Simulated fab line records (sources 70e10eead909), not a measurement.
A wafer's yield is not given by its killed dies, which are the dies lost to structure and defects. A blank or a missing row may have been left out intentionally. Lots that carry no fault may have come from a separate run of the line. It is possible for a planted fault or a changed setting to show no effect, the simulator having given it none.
Struck lot and sound lot, side by side || flow nand harc || 15 out of 1159 route steps
Sound: these wafers, L373.1, L373.2, L373.5. Struck: wafer L380.5 (left out: L380.3, L380.4 of the same lot, which were not struck); the cause appears at the end.
For every step that has rows: the tool of each side, followed by ch and its chambers, followed by its first start. Under that, the readings that differ: sound wafers || struck wafers || difference of the means || sigmas: that difference in standard deviations of wafers without a fault.
alike: readings whose means differ by less than 2 such deviations, and words and numbers that are the same on both sides. not compared: withheld readings, readings that some wafer has no value for, bounds like >300 that may hide the same value, and numbers for which the record gives no deviation and whose values overlap.
The two part at a step that has a row with sigmas, a row that says differs or no value, or rows on one side only. Numbers that have no deviation but don't overlap get no sigmas and don't part them. Lack of a reading on every wafer of one side parts them only where that side has two or more wafers.

NHARC_P_CONTACT_ETCH_35: etches the open film in CF4, target depth 39 nm, time 65 s.
  sound on rie diel-02 ch 0,1, day 6 04:53; struck on rie diel-05 ch 0, day 7 18:08
{"reading": "rf vpp V (V)", "sound": "152.2 150.6 152.0", "struck": 148.9, "difference": -2.7, "sigmas": -2}
  alike: cf4 flow sccm, drypump motor current A, oes product au, rf fwd power W, showerhead plenum p Torr, throttle valve pct
  not compared: rf hours counter h
NHARC_P_CONTACT_ETCH_36: etches the open film in N2/H2, target depth 260 nm, time 406.25 s.
  sound on rie diel-02 ch 0,2,3; struck on rie diel-05 ch 0
  alike: drypump motor current A, n2 flow sccm, oes product au, rf fwd power W, rf vpp V, showerhead plenum p Torr, throttle valve pct
  not compared: rf hours counter h
NHARC_P_CONTACT_ETCH_18: etches the open film in C4F8/O2/Ar, target depth 481 nm, time 240.5 s.
  sound on rie diel-02 ch 0,1,2; struck on rie diel-05 ch 2
  alike: oes product au, rf fwd power W, rf vpp V
  not compared: rf hours counter h
then, 2 steps without rows for these wafers: NHARC_P_CONTACT_STRIP_37 (strips in C4F8/O2/Ar); NHARC_P_CONTACT_ETCH_31 (etches the open film in CH3F/O2, target depth 30 nm, time 85.7 s).
NHARC_P_CONTACT_CD_MEAS_19:
  struck on cd sem-02, day 7 18:56; sound on cd sem-03, day 6 05:41
  alike: cd nm
then, 2 steps without rows for these wafers: NHARC_P_CONTACT_STRIP_28 (strips in O2); NHARC_P_CONTACT_STRIP_29 (strips in post etch residue remover, time 1200 s).
NHARC_P_CONTACT_DEGAS_38: time 60 s.
  struck on pvd sputter-02, day 7 19:43; sound on pvd sputter-02, day 6 06:24
  alike: heater power w
then, 1 step without rows for these wafers: NHARC_P_CONTACT_PRE_CLEAN_39 (time 19.5 s).
NHARC_P_CONTACT_PVD_32: deposits Ti, target thk 5 nm, time 17.7 s.
  sound on pvd sputter-02; struck on pvd sputter-02
  alike: cathode dc power W, throttle valve pct
then, 1 step without rows for these wafers: NHARC_P_CONTACT_ALD_22 (deposits TiN, target thk 3 nm, pulse time 1 s, ald cycles 150).
NHARC_P_CONTACT_CVD_23: deposits W, target thk 200 nm, time 557 s.
  sound on cvd w-01 ch 0,1, day 6 09:56; struck on cvd w-01 ch 1, day 7 20:28
  alike: heater power w, throttle valve pct
NHARC_P_CONTACT_CMP_24: polishes, t overpolish 30 s, target thk 200 nm.
  sound on cmp-03 ch 1,2,3, day 6 10:35; struck on cmp-04 ch 2, day 7 20:56
{"reading": "time to endpoint s (s)", "sound": "42.8 40.5 39.8", "struck": 56.8, "difference": "+15.8", "sigmas": "+6"}
  alike: motor current A, overpolish run s
following that, these wafers have no rows for 1 step: NHARC_END_SORT_01.

## WHERE THEY PART
Last at NHARC_P_CONTACT_CMP_24 as far as this record goes, first at NHARC_P_CONTACT_ETCH_35.

WHY: what had been put in by the simulator
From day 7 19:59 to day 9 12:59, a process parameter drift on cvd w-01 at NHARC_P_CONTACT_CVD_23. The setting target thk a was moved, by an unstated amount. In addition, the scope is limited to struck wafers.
